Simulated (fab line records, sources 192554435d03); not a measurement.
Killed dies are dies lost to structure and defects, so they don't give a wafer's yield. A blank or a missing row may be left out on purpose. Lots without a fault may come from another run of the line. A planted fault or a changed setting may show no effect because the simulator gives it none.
Chamber matching | flow n5_finfet | N5_BEOL_M6_STRIP_19 on rie_diel-05: 4 sister chambers
The step strips in O2. 8 wafers are shown with their chamber, then 11 later ones without.

WAFERS WITH THEIR CHAMBER
wafer  | chamber | showerhead_plenum_p_Torr (Torr) | throttle_valve_pct (%)
L080.6 | 0       | 2.08                            | 17.16
L082.3 | 0       | 2.08                            | 17.18
L088.3 | 1       | 2.22                            | 16.47
L088.4 | 1       | 2.22                            | 16.48
L090.3 | 3       | 2.06                            | 16.83
L090.4 | 3       | 2.06                            | 16.80
L090.5 | 2       | 2.18                            | 16.77
L093.3 | 2       | 2.17                            | 16.76

WAFERS WITHOUT THEIR CHAMBER
wafer  | showerhead_plenum_p_Torr (Torr) | throttle_valve_pct (%)
L093.4 | 2.17                            | 16.75
L093.6 | 2.22                            | 16.46
L095.1 | 2.21                            | 16.50
L095.4 | 2.06                            | 16.84
L095.5 | 2.21                            | 16.49
L097.1 | 2.21                            | 16.48
L097.2 | 2.07                            | 16.73
L097.3 | 2.17                            | 16.27
L097.4 | 2.06                            | 16.82
L097.5 | 2.06                            | 16.84
L097.6 | 2.07                            | 16.73

WHICH CHAMBER EACH WENT THROUGH
wafer  | from the rows above | in truth
L093.4 | 2                   | 2
L093.6 | 1                   | 1
L095.1 | 1                   | 1
L095.4 | 3                   | 3
L095.5 | 1                   | 1
L097.1 | 1                   | 1
L097.2 | 3                   | 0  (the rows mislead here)
L097.3 | 1                   | 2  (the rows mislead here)
L097.4 | 3                   | 3
L097.5 | 3                   | 3
L097.6 | 3                   | 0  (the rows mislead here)
Placed correctly: 8 of 11. Can't be placed from these rows: 0. Placed wrongly: 3.
How it was worked out, from the rows above alone: a wafer's distance from a chamber is the root of the sum, over the readings, of the square of ((its reading less the chamber's mean) divided by the reading's scatter). The wafer belongs to the nearest chamber; if the next one is less than 2 further off, it can't be placed. A chamber's mean is the mean of its shown wafers. The scatter: the root of (the sum of the squares of (reading less its chamber's mean) over the shown wafers, divided by (wafers less chambers)).
